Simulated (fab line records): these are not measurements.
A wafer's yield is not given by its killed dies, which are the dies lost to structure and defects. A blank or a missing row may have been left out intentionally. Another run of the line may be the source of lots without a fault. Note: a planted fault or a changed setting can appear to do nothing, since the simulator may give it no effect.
Chamber matching | flow n5Finfet | pecvd-04 running N5_BEOL_M11_PECVD_70: 3 sister chambers
The step deposits SiO2 from TEOS/O2, target thk 20 nm, time 22.7 s. 14 wafers are shown with their chamber, then 7 later ones without.

EACH WAFER AND ITS CHAMBER
wafer  | chamber | throttleValvePct (%) | showerheadPlenumPTorr (Torr) | heaterPowerW (W)
L075.3 | 2       | 20.9                 | 8.88                         | 824
L075.4 | 0       | 22.3                 | 8.80                         | 625
L075.5 | 2       | 20.8                 | 8.88                         | 807
L074.3 | 2       | 20.8                 | 8.86                         | 775
L074.5 | 1       | 23.9                 | 8.77                         | 855
L074.6 | 2       | 20.8                 | 8.88                         | 756
L082.1 | 1       | 24.1                 | 8.77                         | 882
L082.4 | 0       | 22.4                 | 8.77                         | 597
L082.6 | 1       | 24.2                 | 8.75                         | 891
L085.3 | 0       | 22.4                 | 8.79                         | 584
L085.4 | 0       | 22.4                 | 8.81                         | 582
L085.6 | 2       | 20.8                 | 8.87                         | 736
L092.2 | 2       | 21.0                 | 8.90                         | 693
L092.3 | 1       | 24.2                 | 8.79                         | 801

SIGNATURES (averages over the wafers above)
reading               | chamber 0 | chamber 1 | chamber 2 | scatter within a chamber
throttleValvePct      | 22.375    | 24.100    | 20.850    | 0.0965
showerheadPlenumPTorr | 8.7925    | 8.7700    | 8.8783    | 0.0153
heaterPowerW          | 597.00    | 857.25    | 765.17    | 39.9
Rule: a wafer lies at a distance from a chamber equal to the root of the sum of squares, over the readings, of (its reading less the chamber's mean, divided by the reading's scatter). The wafer belongs to the nearest chamber; if the next one is less than 2 further off, it can't be placed. The scatter: take each reading less its chamber's mean, square it, sum over the shown wafers, divide by the number of wafers less the number of chambers, and take the root.

WAFERS MISSING THEIR CHAMBER
wafer  | throttleValvePct (%) | showerheadPlenumPTorr (Torr) | heaterPowerW (W)
L092.6 | 20.8                 | 8.87                         | 683
L093.1 | 20.8                 | 8.88                         | 740
L093.2 | 22.3                 | 8.81                         | 609
L093.6 | 24.1                 | 8.79                         | 741
L094.1 | 21.2                 | 8.87                         | 697
L094.2 | 24.0                 | 8.81                         | 800
L094.6 | 23.9                 | 8.78                         | 815

EACH ONE'S CHAMBER
wafer  | from the rows above | in truth
L092.6 | 2                   | 2
L093.1 | 2                   | 2
L093.2 | 0                   | 0
L093.6 | 1                   | 1
L094.1 | 2                   | 2
L094.2 | 1                   | 1
L094.6 | 1                   | 1
Correctly placed: 7 of 7. Can't be placed from these rows: 0. Placed wrongly: 0.
